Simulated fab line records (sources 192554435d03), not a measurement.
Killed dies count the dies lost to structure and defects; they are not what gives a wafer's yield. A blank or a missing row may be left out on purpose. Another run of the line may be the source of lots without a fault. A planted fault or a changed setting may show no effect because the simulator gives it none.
fab line records	flow n5Finfet
record lots=24	wafers=72	lastDay=18
route steps=1938 shown HKMG_FIN@449 GATE_CUT@499
lots that met no fault: from a run of the same line without faults
startH: hours from the record's first day to the start of the lot's first wafer shown	waitH: hours since the lot's step before	" the same as in the row above	L1.1+2: one row covering several wafers at once	- value missing, or start not given	* or withheld: withheld	< > ~ a bound
route shown NAME@n: a module of which the file shows steps, and the number in the route of the first	usual: mean/standard deviation taken from wafers without a fault	same: alike in all rows	chamber/n: place in a boat	sites: readings site by site	_std_site: their standard deviation	_edge_site: outer sites' mean less inner sites'	radiusMm: how far each site lies from the wafer's centre	mask NAME#n: copy n	behind: the tool/chamber that last shaped the wafer	hold: what put the lot on hold/how long, in hours/how the hold closed	device: the n, p or np transistor that did not switch	end of line: the tests these same wafers got at the end of their route	for a step that has no rows: nothing shown but its recipe	killed: at the first sort, the dies lost to defects and structure; wafer yield is something else	map: dies across one wafer; x = killed, . = not, _ = none there
set.NAME: the setting the step ran with; set.NAME@STEP: the setting that earlier step ran with	model.NAME: the simulator's own value behind a step, which no gauge read
steps of the route over a sample of lots; a table a step, a row a wafer
services: from which hour (startH, from the record's first day; less than 0 if before it) a tool's chamber was out of use, for how many hours, and why
## steps
# step N5_HKMG_FIN_ALD_71
# recipe material=TiN	targetThkA=10	tempC=400	aldPrecursorFamily=TiCl4	aldCoReactant=NH3	pulseTimeS=1	purgeTimeS=3	coReactantPurgeTimeS=2	coReactantPulseTimeS=2	aldCycles=47	pressureTorr=3
# usual heaterPowerW=897/130	precursorPulseHeightRel=1.001/0.02
lot.wafer	tool	chamber	startH	waitH	heaterPowerW	precursorPulseHeightRel
L074.3	aldMetal-02	3	77.44	0.0	898	1.007
L074.4	"	2	"	"	953	1.008
L074.6	"	0	"	"	949	0.983
L075.1	aldMetal-02	3	85.98	0.0	899	1.006
L075.2	"	1	"	"	859	1.004
L075.4	"	1	"	"	913	1.021
L076.2	aldMetal-04	3	94.71	0.0	654	1.004
L076.3	"	0	"	"	788	0.999
L076.5	"	0	"	"	784	0.996
L077.1	aldMetal-04	0	97.84	0.0	794	1.004
L077.3	"	1	"	"	1046	0.969
L077.5	"	3	"	"	628	0.986
L078.1	aldMetal-02	2	104.21	0.0	950	1.011
L078.3	"	3	"	"	901	1.006
L078.6	"	1	"	"	881	0.996
L079.3	aldMetal-04	3	108.92	0.0	656	0.971
L079.4	"	1	"	"	1043	1.015
L079.5	"	2	"	"	950	0.983
L080.1	aldMetal-01	2	115.77	0.0	997	1.017
L080.3	"	3	"	"	892	0.993
L080.5	"	1	"	"	850	0.986
L081.2	aldMetal-04	2	118.38	0.0	961	1.011
L081.4	"	0	"	"	783	1.001
L081.6	"	2	"	"	945	1.043
L082.3	aldMetal-02	2	128.13	0.0	945	0.979
L082.5	"	1	"	"	909	0.967
L082.6	"	2	"	"	970	0.992
L083.2	aldMetal-01	2	137.92	0.0	1032	1.009
L083.4	"	3	"	"	914	0.996
L083.6	"	3	"	"	907	1.012
L084.1	aldMetal-01	2	140.99	0.0	999	0.966
L084.4	"	1	"	"	838	0.984
L084.6	"	0	"	"	1072	1.023
L085.2	aldMetal-04	0	144.75	0.0	790	1.013
L085.3	"	3	"	"	659	1.007
L085.6	"	0	"	"	784	1.014
L086.2	aldMetal-04	1	153.60	0.0	1045	0.998
L086.5	"	0	"	"	804	1.007
L086.6	"	3	"	"	640	1.005
L087.1	aldMetal-01	3	160.23	0.0	882	1.004
L087.2	"	2	"	"	968	0.997
L087.6	"	1	"	"	847	1.020
L088.4	aldMetal-01	3	165.12	0.0	882	0.961
L088.5	"	2	"	"	1021	0.991
L088.6	"	1	"	"	840	0.989
L089.3	aldMetal-04	3	166.11	0.0	635	0.985
L089.4	"	1	"	"	1011	0.985
L089.5	"	2	"	"	969	1.026
L090.2	aldMetal-01	0	176.31	0.0	1090	1.016
L090.3	"	3	"	"	885	1.011
L090.4	"	2	"	"	981	1.001
L091.1	aldMetal-04	0	182.33	0.0	800	0.968
L091.2	"	1	"	"	1064	1.010
L091.4	"	2	"	"	947	1.011
L092.3	aldMetal-04	1	184.20	0.0	1036	1.020
L092.5	"	1	"	"	1101	1.009
L092.6	"	0	"	"	785	0.999
L093.1	aldMetal-04	3	191.95	0.0	639	1.016
L093.3	"	1	"	"	1062	1.040
L093.4	"	2	"	"	962	0.975
L094.1	aldMetal-04	2	201.72	0.0	961	1.013
L094.3	"	1	"	"	1059	1.036
L094.4	"	0	"	"	789	0.979
L095.2	aldMetal-04	1	204.69	0.0	1057	1.004
L095.3	"	2	"	"	944	1.026
L095.4	"	3	"	"	653	1.012
L096.2	aldMetal-02	3	211.55	0.0	894	1.015
L096.3	"	2	"	"	962	1.029
L096.4	"	0	"	"	954	0.991
L097.2	aldMetal-02	0	213.19	0.0	966	1.006
L097.4	"	3	"	"	907	0.997
L097.5	"	2	"	"	954	1.029
# step N5_HKMG_FIN_ETCH_67
# recipe chemistry=N2/H2	target=SOC	targetDepthA=3889	stopOn=TiN	ionEnergyEv=100	biasW=61	pressureMtorr=30	sourceW=850	n2FlowSccm=200	h2FlowSccm=200
# usual drypumpMotorCurrentA=5.8/0.47	oesProductAu=0.81/0.084	rfVppV=240.6/1.4	showerheadPlenumPTorr=2.53/0.084	throttleValvePct=17.73/0.23
lot.wafer	tool	chamber	startH	waitH	drypumpMotorCurrentA	oesProductAu	rfHoursCounterH	rfVppV	showerheadPlenumPTorr	throttleValvePct
L074.3	rieDiel-06	0	77.98	-	5.3	0.88	47	243.5	2.69	17.65
L074.4	"	1	"	"	6.0	0.74	156	239.6	2.44	17.70
L074.6	"	0	"	"	5.3	0.87	-	242.5	2.69	17.65
L075.1	rieDiel-04	0	86.39	-	6.7	0.72	192	237.7	2.42	17.79
L075.2	"	3	"	"	5.9	0.68	255	241.9	2.60	18.00
L075.4	"	0	"	"	6.7	0.72	-	238.3	2.42	17.78
L076.2	rieDiel-06	1	95.05	-	6.0	0.74	165	239.4	2.43	17.73
L076.3	"	0	"	"	5.3	0.86	55	241.0	2.68	17.66
L076.5	"	0	"	"	5.4	0.86	-	242.0	2.68	17.65
L077.1	rieDiel-04	1	98.18	-	5.3	0.85	41	243.1	2.69	17.77
L077.3	"	2	"	"	5.5	0.74	144	241.2	2.55	17.98
L077.5	"	0	"	"	6.6	0.72	-	240.1	2.42	17.80
L078.1	rieDiel-05	0	104.56	-	6.0	0.68	246	242.1	2.50	18.11
L078.3	"	3	"	"	6.7	0.78	121	240.4	2.56	17.81
L078.6	"	0	"	"	6.0	0.68	-	240.1	2.50	18.13
L079.3	rieDiel-06	3	109.32	-	5.5	0.89	15	240.3	2.49	17.21
L079.4	"	1	"	"	6.0	0.74	-	240.6	2.43	17.72
L079.5	"	3	"	"	5.4	0.90	-	239.2	2.49	17.20
L080.1	rieDiel-05	2	116.11	-	5.1	0.67	243	240.1	2.50	17.86
L080.3	"	1	"	"	5.9	0.92	23	240.9	2.50	17.73
L080.5	"	0	"	"	6.1	0.68	-	240.7	2.50	18.13
L081.2	rieDiel-04	0	118.72	-	6.7	0.71	207	239.8	2.42	17.80
L081.4	"	2	"	"	5.5	0.74	152	239.9	2.55	18.00
L081.6	"	3	"	"	5.9	0.92	-	241.6	2.60	17.60
L082.3	rieDiel-04	3	128.47	-	5.8	0.91	8	241.2	2.60	17.61
L082.5	"	2	"	"	5.5	0.73	-	241.1	2.55	17.99
L082.6	"	1	"	"	5.3	0.84	-	243.2	2.69	17.79
L083.2	rieDiel-04	2	138.30	-	5.5	0.73	158	241.5	2.55	18.03
L083.4	"	2	"	"	5.5	0.74	-	242.0	2.55	18.01
L083.6	"	0	"	"	6.7	0.72	-	238.9	2.42	17.80
L084.1	rieDiel-05	3	141.47	-	6.7	0.77	135	242.8	2.56	17.86
L084.4	"	0	"	"	6.1	0.94	-	240.8	2.50	17.74
L084.6	"	1	"	"	5.9	0.89	-	238.4	2.49	17.75
L085.2	rieDiel-06	0	145.09	-	5.3	0.84	70	242.2	2.68	17.69
L085.3	"	1	"	"	6.0	0.73	184	239.3	2.42	17.75
L085.6	"	1	"	"	6.0	0.74	-	238.4	2.43	17.71
L086.2	rieDiel-05	1	154.00	-	5.9	0.88	40	241.1	2.49	17.76
L086.5	"	2	"	"	5.1	0.97	-	239.7	2.50	17.43
L086.6	"	1	"	"	5.9	0.88	-	240.2	2.49	17.76
L087.1	rieDiel-06	2	160.57	-	5.8	0.94	3	241.0	2.51	17.64
L087.2	"	3	"	"	5.5	0.86	34	240.8	2.48	17.25
L087.6	"	2	"	"	5.8	0.95	-	239.7	2.51	17.64
L088.4	rieDiel-04	3	165.51	-	5.9	0.89	18	240.2	2.59	17.61
L088.5	"	3	"	"	5.8	0.89	-	242.0	2.59	17.61
L088.6	"	0	"	"	6.7	0.70	-	240.4	2.41	17.82
L089.3	rieDiel-06	3	166.48	-	5.5	0.86	36	240.3	2.48	17.24
L089.4	"	1	"	"	6.0	0.72	192	239.5	2.42	17.76
L089.5	"	0	"	"	5.3	0.83	-	241.8	2.67	17.73
L090.2	rieDiel-06	0	176.79	-	5.4	0.82	83	242.5	2.67	17.72
L090.3	"	1	"	"	6.0	0.72	197	239.2	2.42	17.75
L090.4	"	1	"	"	6.0	0.72	-	240.5	2.42	17.77
L091.1	rieDiel-05	0	182.67	-	6.1	0.89	21	240.1	2.49	17.77
L091.2	"	2	"	"	5.1	0.92	11	239.3	2.49	17.48
L091.4	"	3	"	"	6.7	0.75	152	241.6	2.55	17.87
L092.3	rieDiel-05	1	184.65	-	5.9	0.86	51	238.5	2.48	17.78
L092.5	"	3	"	"	6.7	0.74	-	240.5	2.55	17.87
L092.6	"	2	"	"	5.2	0.91	-	240.4	2.49	17.46
L093.1	rieDiel-04	1	192.39	-	5.3	0.80	75	244.5	2.68	17.85
L093.3	"	2	"	"	5.5	0.71	178	240.7	2.54	18.04
L093.4	"	0	"	"	6.6	0.70	231	240.8	2.41	17.85
L094.1	rieDiel-04	0	202.14	-	6.7	0.69	234	239.6	2.41	17.86
L094.3	"	1	"	"	5.3	0.81	79	242.0	2.67	17.83
L094.4	"	3	"	"	5.8	0.85	31	242.4	2.59	17.64
L095.2	rieDiel-06	0	205.03	-	5.4	0.81	93	244.4	2.66	17.74
L095.3	"	3	"	"	5.5	0.84	50	238.6	2.48	17.27
L095.4	"	2	"	"	5.8	0.90	15	239.0	2.50	17.66
L096.2	rieDiel-06	2	211.96	-	5.8	0.90	16	240.6	2.50	17.65
L096.3	"	0	"	"	5.4	0.81	95	240.7	2.66	17.73
L096.4	"	3	"	"	5.4	0.84	52	239.1	2.47	17.27
L097.2	rieDiel-04	0	213.53	-	6.7	0.70	239	238.8	2.40	17.85
L097.4	"	3	"	"	5.9	0.85	36	241.4	2.58	17.65
L097.5	"	3	"	"	5.9	0.86	-	242.0	2.58	17.65
# step N5_HKMG_FIN_STRIP_69
# recipe chemistry=N2/H2	powerW=2500	tempC=300	h2Frac=0.65	timeS=360	pressureMtorr=withheld	n2FlowSccm=1750	h2FlowSccm=3250
# usual drypumpMotorCurrentA=5.5/0.37	heaterPowerW=468/32
lot.wafer	tool	chamber	startH	waitH	drypumpMotorCurrentA	heaterPowerW	rfHoursCounterH
L074.3	plasmaAsher-01	1	78.46	0.2	5.7	446	-
L074.4	"	0	"	"	5.0	458	-
L074.6	"	1	"	"	5.7	443	-
L075.1	plasmaAsher-01	1	86.86	0.2	5.7	437	42
L075.2	"	0	"	"	5.0	459	42
L075.4	"	1	"	"	5.7	445	-
L076.2	plasmaAsher-02	0	95.41	0.1	5.9	451	89
L076.3	"	1	"	"	5.6	507	-
L076.5	"	0	"	"	5.9	445	-
L077.1	plasmaAsher-02	1	98.54	0.1	5.6	519	90
L077.3	"	0	"	"	5.9	447	-
L077.5	"	0	"	"	5.9	448	-
L078.1	plasmaAsher-01	0	104.92	0.1	5.0	475	45
L078.3	"	1	"	"	5.7	442	-
L078.6	"	0	"	"	5.0	460	-
L079.3	plasmaAsher-02	1	109.80	0.2	5.6	521	-
L079.4	"	0	"	"	5.9	441	-
L079.5	"	1	"	"	5.6	522	-
L080.1	plasmaAsher-01	0	116.47	0.1	4.9	462	48
L080.3	"	1	"	"	5.7	449	-
L080.5	"	1	"	"	5.7	451	-
L081.2	plasmaAsher-02	1	119.08	0.1	5.6	532	94
L081.4	"	1	"	"	5.6	524	-
L081.6	"	0	"	"	5.9	445	-
L082.3	plasmaAsher-01	0	128.95	0.2	5.0	455	-
L082.5	"	1	"	"	5.7	453	-
L082.6	"	0	"	"	4.9	459	-
L083.2	plasmaAsher-02	0	138.67	0.1	5.9	450	97
L083.4	"	1	"	"	5.6	520	-
L083.6	"	1	"	"	5.6	525	-
L084.1	plasmaAsher-02	1	141.84	0.1	5.6	519	98
L084.4	"	1	"	"	5.6	528	-
L084.6	"	0	"	"	6.0	449	-
L085.2	plasmaAsher-01	1	145.45	0.1	5.7	430	53
L085.3	"	0	"	"	5.0	463	-
L085.6	"	1	"	"	5.7	452	-
L086.2	plasmaAsher-01	1	154.35	0.1	5.7	444	54
L086.5	"	0	"	"	4.9	449	-
L086.6	"	1	"	"	5.7	442	-
L087.1	plasmaAsher-01	0	160.93	0.1	5.0	458	55
L087.2	"	1	"	"	5.7	439	55
L087.6	"	1	"	"	5.7	447	-
L088.4	plasmaAsher-01	0	166.10	0.2	4.9	461	-
L088.5	"	1	"	"	5.7	432	-
L088.6	"	0	"	"	5.0	443	-
L089.3	plasmaAsher-02	0	166.96	0.2	5.9	441	-
L089.4	"	1	"	"	5.6	531	-
L089.5	"	0	"	"	5.9	450	-
L090.2	plasmaAsher-02	0	177.15	0.1	5.9	452	106
L090.3	"	0	"	"	5.9	456	-
L090.4	"	1	"	"	5.6	504	-
L091.1	plasmaAsher-01	1	183.04	0.1	5.7	442	60
L091.2	"	0	"	"	5.0	462	60
L091.4	"	1	"	"	5.7	429	-
L092.3	plasmaAsher-01	1	185.14	0.2	5.7	448	-
L092.5	"	0	"	"	5.0	455	-
L092.6	"	1	"	"	5.7	437	-
L093.1	plasmaAsher-01	1	192.75	0.1	5.7	453	62
L093.3	"	0	"	"	5.0	452	-
L093.4	"	1	"	"	5.7	449	-
L094.1	plasmaAsher-02	1	202.50	0.1	5.6	529	111
L094.3	"	1	"	"	5.6	508	-
L094.4	"	0	"	"	5.9	450	-
L095.2	plasmaAsher-02	0	205.39	0.1	5.9	447	112
L095.3	"	1	"	"	5.6	520	-
L095.4	"	0	"	"	5.9	453	-
L096.2	plasmaAsher-02	0	212.32	0.1	6.0	441	113
L096.3	"	1	"	"	5.6	533	-
L096.4	"	0	"	"	5.9	448	-
L097.2	plasmaAsher-02	1	213.89	0.1	5.6	520	114
L097.4	"	1	"	"	5.6	531	-
L097.5	"	1	"	"	5.6	508	-
# step N5_HKMG_FIN_ALD_21
# recipe material=TiN	targetThkA=15	tempC=400	aldPrecursorFamily=TiCl4	aldCoReactant=NH3	pulseTimeS=1	purgeTimeS=3	coReactantPurgeTimeS=2	coReactantPulseTimeS=2	aldCycles=68	pressureTorr=3
# usual heaterPowerW=916/110	precursorPulseHeightRel=0.999/0.02
lot.wafer	tool	chamber	startH	waitH	heaterPowerW	precursorPulseHeightRel
L074.3	aldMetal-04	3	78.72	0.1	627	1.013
L074.4	"	2	"	"	937	1.023
L074.6	"	2	"	"	951	1.008
L075.1	aldMetal-04	1	87.25	0.3	1055	1.014
L075.2	"	0	"	"	772	1.000
L075.4	"	3	"	"	646	1.021
L076.2	aldMetal-04	0	95.80	0.3	760	1.000
L076.3	"	3	"	"	646	1.027
L076.5	"	3	"	"	645	1.002
L077.1	aldMetal-02	3	98.92	0.3	893	1.002
L077.3	"	1	"	"	898	1.001
L077.5	"	2	"	"	963	0.997
L078.1	aldMetal-01	1	105.30	0.3	837	0.988
L078.3	"	3	"	"	910	0.982
L078.6	"	0	"	"	1095	0.996
L079.3	aldMetal-04	2	110.06	0.1	954	0.983
L079.4	"	1	"	"	1061	0.968
L079.5	"	2	"	"	974	1.000
L080.1	aldMetal-01	3	116.85	0.3	892	1.026
L080.3	"	1	"	"	836	0.993
L080.5	"	2	"	"	997	0.967
L081.2	aldMetal-01	0	119.46	0.3	1064	0.976
L081.4	"	2	"	"	978	1.005
L081.6	"	0	"	"	1082	0.969
L082.3	aldMetal-04	1	129.22	0.1	1058	0.974
L082.5	"	2	"	"	955	1.003
L082.6	"	1	"	"	1048	0.990
L083.2	aldMetal-01	2	139.05	0.3	996	0.980
L083.4	"	3	"	"	888	0.981
L083.6	"	1	"	"	831	1.012
L084.1	aldMetal-01	0	142.22	0.3	1068	0.979
L084.4	"	2	"	"	984	1.041
L084.6	"	2	"	"	985	1.006
L085.2	aldMetal-04	0	145.83	0.3	796	0.982
L085.3	"	2	"	"	963	1.010
L085.6	"	2	"	"	956	1.026
L086.2	aldMetal-01	1	154.74	0.3	850	1.041
L086.5	"	3	"	"	882	1.005
L086.6	"	1	"	"	814	0.973
L087.1	aldMetal-01	3	161.32	0.3	874	1.027
L087.2	"	1	"	"	829	0.992
L087.6	"	0	"	"	1070	0.996
L088.4	aldMetal-02	3	166.37	0.1	901	1.036
L088.5	"	3	"	"	896	0.972
L088.6	"	2	"	"	966	1.012
L089.3	aldMetal-01	0	167.23	0.1	1088	1.003
L089.4	"	2	"	"	1006	1.022
L089.5	"	2	"	"	994	1.011
L090.2	aldMetal-02	3	177.53	0.3	919	0.995
L090.3	"	2	"	"	977	0.991
L090.4	"	0	"	"	981	1.015
L091.1	aldMetal-02	1	183.42	0.3	856	0.987
L091.2	"	2	"	"	964	1.000
L091.4	"	3	"	"	915	1.009
L092.3	aldMetal-02	1	185.41	0.1	870	1.020
L092.5	"	1	"	"	879	1.005
L092.6	"	2	"	"	961	1.022
L093.1	aldMetal-02	2	193.14	0.3	958	0.982
L093.3	"	0	"	"	951	1.008
L093.4	"	3	"	"	910	1.002
L094.1	aldMetal-02	3	202.89	0.3	893	0.972
L094.3	"	2	"	"	967	1.001
L094.4	"	1	"	"	870	1.004
L095.2	aldMetal-02	2	205.78	0.3	974	0.993
L095.3	"	3	"	"	907	0.985
L095.4	"	1	"	"	883	1.031
L096.2	aldMetal-02	0	212.71	0.3	963	0.975
L096.3	"	2	"	"	997	0.996
L096.4	"	2	"	"	952	0.997
L097.2	aldMetal-04	0	214.27	0.3	782	1.003
L097.4	"	1	"	"	1048	1.020
L097.5	"	1	"	"	1079	0.949
# step N5_HKMG_FIN_W_FILL_22
# recipe material=W	targetThkA=600	tempC=400	pressureTorr=39.4	timeS=18.2
# usual heaterPowerW=833/80	throttleValvePct=19.4/0.53
lot.wafer	tool	chamber	startH	waitH	heaterPowerW	throttleValvePct
L074.3	cvdW-02	1	79.15	0.0	831	19.3
L074.4	"	0	"	"	810	18.4
L074.6	"	0	"	"	797	18.6
L075.1	cvdW-01	1	87.67	0.0	713	19.7
L075.2	"	0	"	"	959	19.5
L075.4	"	1	"	"	712	19.6
L076.2	cvdW-02	0	96.22	0.0	813	18.4
L076.3	"	1	"	"	828	19.4
L076.5	"	0	"	"	806	18.5
L077.1	cvdW-01	0	99.35	0.0	930	19.6
L077.3	"	1	"	"	702	20.0
L077.5	"	0	"	"	931	19.7
L078.1	cvdW-02	0	105.72	0.0	814	18.8
L078.3	"	0	"	"	821	18.6
L078.6	"	1	"	"	842	19.3
L079.3	cvdW-02	1	110.50	0.0	861	18.9
L079.4	"	0	"	"	803	18.7
L079.5	"	1	"	"	866	19.1
L080.1	cvdW-01	1	117.28	0.0	723	19.6
L080.3	"	1	"	"	715	20.0
L080.5	"	0	"	"	938	19.5
L081.2	cvdW-01	0	119.89	0.0	959	19.7
L081.4	"	0	"	"	965	19.8
L081.6	"	1	"	"	712	19.8
L082.3	cvdW-02	0	129.65	0.0	823	18.5
L082.5	"	0	"	"	830	18.8
L082.6	"	1	"	"	825	19.4
L083.2	cvdW-01	0	139.48	0.0	947	19.8
L083.4	"	0	"	"	949	19.8
L083.6	"	0	"	"	967	19.7
L084.1	cvdW-01	1	142.64	0.0	710	20.1
L084.4	"	1	"	"	719	19.9
L084.6	"	0	"	"	979	19.8
L085.2	cvdW-02	0	146.25	0.0	827	18.6
L085.3	"	1	"	"	867	19.2
L085.6	"	0	"	"	801	18.7
L086.2	cvdW-02	1	155.16	0.0	853	19.1
L086.5	"	0	"	"	815	18.7
L086.6	"	1	"	"	846	19.3
L087.1	cvdW-02	1	161.74	0.0	850	19.5
L087.2	"	0	"	"	821	18.9
L087.6	"	1	"	"	843	19.2
L088.4	cvdW-02	0	166.80	0.0	810	18.7
L088.5	"	1	"	"	835	19.4
L088.6	"	0	"	"	816	18.9
L089.3	cvdW-02	1	167.66	0.0	860	19.5
L089.4	"	0	"	"	804	18.8
L089.5	"	1	"	"	857	19.3
L090.2	cvdW-01	1	177.96	0.0	698	20.0
L090.3	"	0	"	"	944	19.7
L090.4	"	1	"	"	726	20.0
L091.1	cvdW-02	1	183.85	0.0	859	19.5
L091.2	"	0	"	"	807	18.9
L091.4	"	1	"	"	853	19.6
L092.3	cvdW-01	1	185.84	0.0	708	20.1
L092.5	"	0	"	"	939	19.9
L092.6	"	1	"	"	723	20.2
L093.1	cvdW-02	1	193.56	0.0	849	19.4
L093.3	"	1	"	"	850	19.7
L093.4	"	0	"	"	817	18.9
L094.1	cvdW-01	1	203.31	0.0	716	19.9
L094.3	"	1	"	"	725	20.3
L094.4	"	0	"	"	961	19.9
L095.2	cvdW-01	0	206.20	0.0	955	19.6
L095.3	"	0	"	"	983	19.9
L095.4	"	1	"	"	718	20.2
L096.2	cvdW-02	1	213.13	0.0	850	19.4
L096.3	"	1	"	"	843	19.6
L096.4	"	0	"	"	850	18.8
L097.2	cvdW-01	0	214.69	0.0	949	19.8
L097.4	"	0	"	"	947	19.6
L097.5	"	1	"	"	717	20.3
# step N5_GATE_CUT_ETCH_19
# recipe chemistry=CH3F/O2	target=SiNx	maskMaterial=SiO2	targetDepthA=537	timeS=76.7	pressureMtorr=30	sourceW=395	biasW=73	Ar_flow_sccm=150	CH3F_flow_sccm=30	O2_flow_sccm=20	ionEnergyEv=120	ends=cleared
# usual drypumpMotorCurrentA=6.0/0.37	etchRfOnTimeS=77.0/1.1	oes_o_777_au=0.79/0.074	oesProductAu=0.67/0.066	rfVppV=298/3.4	showerheadPlenumPTorr=1.99/0.068	throttleValvePct=16.41/0.23
lot.wafer	tool	chamber	startH	waitH	drypumpMotorCurrentA	etchRfOnTimeS	oes_o_777_au	oesProductAu	rfHoursCounterH	rfVppV	showerheadPlenumPTorr	throttleValvePct
L074.3	rieDiel-01	2	83.95	0.0	5.5	79.3	0.69	0.60	229	303	2.05	16.81
L074.4	"	1	"	"	6.3	75.9	0.96	0.82	5	296	1.96	16.38
L074.6	"	1	"	"	6.3	75.8	0.97	0.82	-	294	1.96	16.38
L075.1	rieDiel-03	2	92.53	0.0	5.9	77.4	0.72	0.61	194	299	1.99	16.68
L075.2	"	3	"	"	5.6	76.1	0.88	0.75	24	303	2.13	15.82
L075.4	"	0	"	"	5.8	76.9	0.86	0.73	43	300	2.03	16.38
L076.2	rieDiel-02	1	101.32	0.0	5.8	75.8	0.83	0.72	76	295	1.95	16.28
L076.3	"	2	"	"	6.7	77.4	0.72	0.62	194	301	1.90	16.50
L076.5	"	3	"	"	5.3	75.9	0.86	0.73	-	297	1.95	16.36
L077.1	rieDiel-01	0	104.99	0.0	5.9	77.5	0.81	0.67	108	292	2.01	16.38
L077.3	"	1	"	"	6.3	76.6	0.94	0.80	10	294	1.96	16.39
L077.5	"	1	"	"	6.3	75.9	0.94	0.81	-	297	1.96	16.37
L078.1	rieDiel-01	3	112.00	0.0	6.0	76.4	0.77	0.64	156	294	2.00	16.39
L078.3	"	2	"	"	5.5	79.2	0.69	0.58	236	303	2.05	16.82
L078.6	"	1	"	"	6.3	75.5	0.94	0.80	-	297	1.96	16.37
L079.3	rieDiel-01	1	115.51	0.0	6.3	75.3	0.94	0.80	12	295	1.96	16.39
L079.4	"	3	"	"	6.0	77.2	0.77	0.64	157	295	2.00	16.37
L079.5	"	0	"	"	5.9	77.5	0.81	0.68	-	293	2.01	16.38
L080.1	rieDiel-01	3	122.41	0.0	6.0	76.8	0.77	0.64	158	294	2.00	16.39
L080.3	"	2	"	"	5.5	77.9	0.70	0.59	238	301	2.05	16.81
L080.5	"	3	"	"	6.0	76.5	0.77	0.64	-	293	2.00	16.39
L081.2	rieDiel-02	2	124.69	0.0	6.7	76.7	0.72	0.62	199	299	1.90	16.51
L081.4	"	3	"	"	5.3	75.3	0.86	0.73	57	296	1.94	16.40
L081.6	"	0	"	"	6.5	77.7	0.69	0.59	-	301	2.06	16.44
L082.3	rieDiel-01	1	134.77	0.0	6.4	75.4	0.92	0.78	17	295	1.96	16.40
L082.5	"	0	"	"	5.9	77.4	0.80	0.68	-	295	2.01	16.39
L082.6	"	3	"	"	6.0	76.6	0.77	0.63	-	293	2.00	16.39
L083.2	rieDiel-03	2	144.65	0.0	5.9	77.2	0.72	0.60	206	302	1.99	16.72
L083.4	"	3	"	"	5.6	75.8	0.85	0.74	38	303	2.12	15.83
L083.6	"	3	"	"	5.6	75.9	0.85	0.73	-	302	2.12	15.83
L084.1	rieDiel-01	0	148.03	0.0	5.9	76.9	0.79	0.67	120	295	2.01	16.40
L084.4	"	2	"	"	5.5	77.3	0.69	0.59	246	301	2.05	16.84
L084.6	"	2	"	"	5.5	78.1	0.69	0.59	-	303	2.05	16.83
L085.2	rieDiel-01	3	151.37	0.0	6.0	76.6	0.76	0.63	167	293	2.00	16.41
L085.3	"	0	"	"	5.9	77.6	0.79	0.67	121	292	2.01	16.39
L085.6	"	2	"	"	5.5	77.4	0.68	0.59	-	301	2.05	16.84
L086.2	rieDiel-01	2	160.05	0.0	5.5	78.1	0.69	0.58	251	302	2.04	16.84
L086.5	"	2	"	"	5.5	78.4	0.69	0.58	-	302	2.04	16.84
L086.6	"	1	"	"	6.3	75.6	0.90	0.77	-	295	1.95	16.42
L087.1	rieDiel-03	0	166.81	0.0	5.9	77.2	0.83	0.71	64	299	2.02	16.43
L087.2	"	1	"	"	6.2	78.4	0.78	0.66	124	296	1.84	16.26
L087.6	"	0	"	"	5.9	76.0	0.83	0.71	-	300	2.02	16.44
L088.4	rieDiel-03	2	172.17	0.0	5.9	77.9	0.71	0.60	215	300	1.99	16.72
L088.5	"	3	"	"	5.6	77.2	0.84	0.72	-	304	2.12	15.87
L088.6	"	2	"	"	6.0	77.2	0.71	0.60	-	300	1.99	16.71
L089.3	rieDiel-02	1	173.58	0.0	5.9	75.5	0.80	0.70	97	294	1.94	16.32
L089.4	"	2	"	"	6.7	77.3	0.70	0.61	214	299	1.90	16.52
L089.5	"	3	"	"	5.3	75.3	0.83	0.71	-	296	1.94	16.42
L090.2	rieDiel-03	1	183.10	0.0	6.2	77.8	0.78	0.66	129	295	1.84	16.29
L090.3	"	0	"	"	5.9	76.3	0.82	0.71	69	300	2.02	16.46
L090.4	"	2	"	"	6.0	76.6	0.70	0.60	218	302	1.99	16.72
L091.1	rieDiel-02	3	189.26	0.0	5.3	75.1	0.82	0.70	77	299	1.94	16.43
L091.2	"	0	"	"	6.5	77.3	0.69	0.58	234	302	2.06	16.47
L091.4	"	2	"	"	6.7	77.0	0.71	0.60	220	299	1.89	16.55
L092.3	rieDiel-02	1	191.39	0.0	5.9	75.6	0.80	0.69	102	293	1.94	16.32
L092.5	"	0	"	"	6.5	79.1	0.68	0.58	-	300	2.06	16.47
L092.6	"	1	"	"	5.9	75.8	0.80	0.68	-	295	1.94	16.32
L093.1	rieDiel-03	0	198.37	0.0	5.8	76.9	0.81	0.69	74	299	2.02	16.44
L093.3	"	2	"	"	5.9	77.3	0.70	0.60	223	301	1.98	16.74
L093.4	"	3	"	"	5.6	76.3	0.83	0.71	55	303	2.12	15.88
L094.1	rieDiel-02	1	208.11	0.0	5.8	75.7	0.80	0.68	107	296	1.94	16.33
L094.3	"	2	"	"	6.7	78.1	0.70	0.59	225	299	1.89	16.54
L094.4	"	3	"	"	5.3	76.6	0.83	0.69	82	296	1.94	16.44
L095.2	rieDiel-01	3	211.00	0.0	6.0	78.2	0.74	0.61	190	295	1.99	16.47
L095.3	"	0	"	"	5.9	77.8	0.77	0.65	143	294	2.00	16.42
L095.4	"	1	"	"	6.3	76.5	0.87	0.74	-	296	1.95	16.45
L096.2	rieDiel-02	2	218.47	0.0	6.7	77.3	0.70	0.60	230	298	1.89	16.56
L096.3	"	3	"	"	5.3	75.1	0.82	0.70	86	297	1.94	16.43
L096.4	"	0	"	"	6.5	78.6	0.68	0.58	243	302	2.05	16.50
L097.2	rieDiel-03	1	219.66	0.0	6.1	78.5	0.77	0.65	141	296	1.84	16.30
L097.4	"	2	"	"	5.9	77.8	0.69	0.58	229	301	1.98	16.75
L097.5	"	0	"	"	5.9	76.8	0.81	0.70	-	298	2.02	16.46
## services
tool	chamber	startH	hours	kind
aldMetal-02	2	56.98	4.4	repair
rieDiel-04	-	61.93	2.8	pm
aldMetal-04	3	66.89	6.1	repair
rieDiel-05	-	74.63	28.1	pm
rieDiel-04	1	78.33	10.2	repair
rieDiel-02	-	82.58	1.0	repair
aldMetal-02	0	84.45	26.3	repair
aldMetal-04	-	99.43	2.9	repair
plasmaAsher-02	-	101.13	2.2	repair
rieDiel-06	0	103.79	6.8	repair
cvdW-01	-	109.36	2.8	pm
rieDiel-04	0	122.85	9.1	repair
aldMetal-01	-	132.63	0.7	repair
rieDiel-04	3	134.61	8.3	repair
aldMetal-02	-	141.40	1.2	repair
aldMetal-01	0	145.13	13.8	repair
cvdW-01	1	153.71	12.1	repair
rieDiel-06	2	170.36	8.9	repair
aldMetal-02	0	171.75	3.5	repair
rieDiel-06	3	172.60	2.8	repair
cvdW-02	-	197.10	6.9	pm
aldMetal-02	1	208.12	19.5	repair
aldMetal-01	-	211.38	8.7	pm
cvdW-01	1	215.46	2.2	repair
## key
fault none
